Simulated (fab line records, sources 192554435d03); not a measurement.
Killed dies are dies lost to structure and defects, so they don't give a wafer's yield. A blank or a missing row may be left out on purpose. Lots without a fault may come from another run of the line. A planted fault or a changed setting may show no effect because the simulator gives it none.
One fault seen from 3 desks | flow n5_finfet | each desk has only its own numbers; what lay behind them comes last

THE DEFECT DESK
What the inspections along the route counted, lot by lot: means of the sampled wafers that have a number. A lot is out of limits, marked OUT, if its mean lies more than 4 standard deviations from the usual mean; the brackets give that distance.
Columns: A = raw_defect_count at N5_ZERO_LAYER_INSPECT_20, usual 34; B = raw_defect_count at N5_WELL_APT_INSPECT_10, usual 2.0
lot  | first seen here | A  | B
L466 | day 3 13:15     | 27 | 2.0
L470 | day 4 13:15     | 47 | 1.7
L471 | day 4 19:15     | 46 | 1.7
L476 | day 6 01:16     | 25 | 2.0
L478 | day 6 13:17     | 38 | 2.3
L479 | day 6 19:23     | 29 | 2.7
This desk's finding: nothing out of limits on any of the 6 lots.

THE TOOL OWNER'S DESK: krf_scanner-02
The tool's own readings at N5_WELL_APT_EXPOSE_05 (exposes mask NWELL, defocus 0 nm, target cd 200 nm): means of the sampled wafers that have a number, for each lot that ran on this tool. A lot is out of limits, marked OUT, if its mean lies more than 4 standard deviations from the usual mean; the brackets give that distance.
Columns: A = exposure_dose_mJ_cm2 at N5_WELL_APT_EXPOSE_05, usual 20.289
lot  | first seen here | A
L466 | day 3 13:31     | 20.288
L470 | day 4 13:23     | 21.066 (+37) OUT
L471 | day 4 19:24     | 20.903 (+29) OUT
This desk's finding: out of limits on L470, L471; first on L470, day 4 13:23 (exposure_dose_mJ_cm2 at N5_WELL_APT_EXPOSE_05). In limits: L466.

THE METROLOGY DESK
What the gauges read, lot by lot, whatever tool the lot ran on: means of the sampled wafers that have a number. A lot is out of limits, marked OUT, if its mean lies more than 4 standard deviations from the usual mean; the brackets give that distance.
Columns: A = cd_nm at N5_ZERO_LAYER_CD_MEAS_11, usual 1999.3 nm; B = cd_nm at N5_WELL_APT_CD_MEAS_08, usual 199.4 nm; C = NWELL_OVL at N5_WELL_APT_OVL_MEAS_09, usual 1 nm
lot  | first seen here | A      | B     | C
L466 | day 3 12:38     | 1998.6 | 199.0 | 5
L470 | day 4 12:38     | 2001.5 | 205.3 | 2
L471 | day 4 18:38     | 1997.1 | 204.3 | 12
L476 | day 6 00:40     | 1996.9 | 200.3 | 3
L478 | day 6 12:38     | 1999.4 | 199.2 | 6
L479 | day 6 18:46     | 1999.8 | 197.1 | 1
This desk's finding: nothing out of limits on any of the 6 lots.

PUT TOGETHER
The tool owner's desk could have raised an alarm at day 4 13:23, on L470, L471.
The defect desk saw nothing out of limits.
The metrology desk saw nothing out of limits.
The defect desk has L470, L471 on record, within its limits.
The metrology desk has L470, L471 on record, within its limits.
Of the lots named, all ran N5_WELL_APT_EXPOSE_05 on krf_scanner-02.

WHAT THE SIMULATOR HAD PUT IN
Process parameter drift: krf_scanner-02, from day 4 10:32 on, at N5_WELL_APT_EXPOSE_05. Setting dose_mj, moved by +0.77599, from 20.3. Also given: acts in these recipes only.
Lots struck among those shown: L470, L471.
Hours from the fault's start to each desk's first reading out of limits: the tool owner's desk, 3.
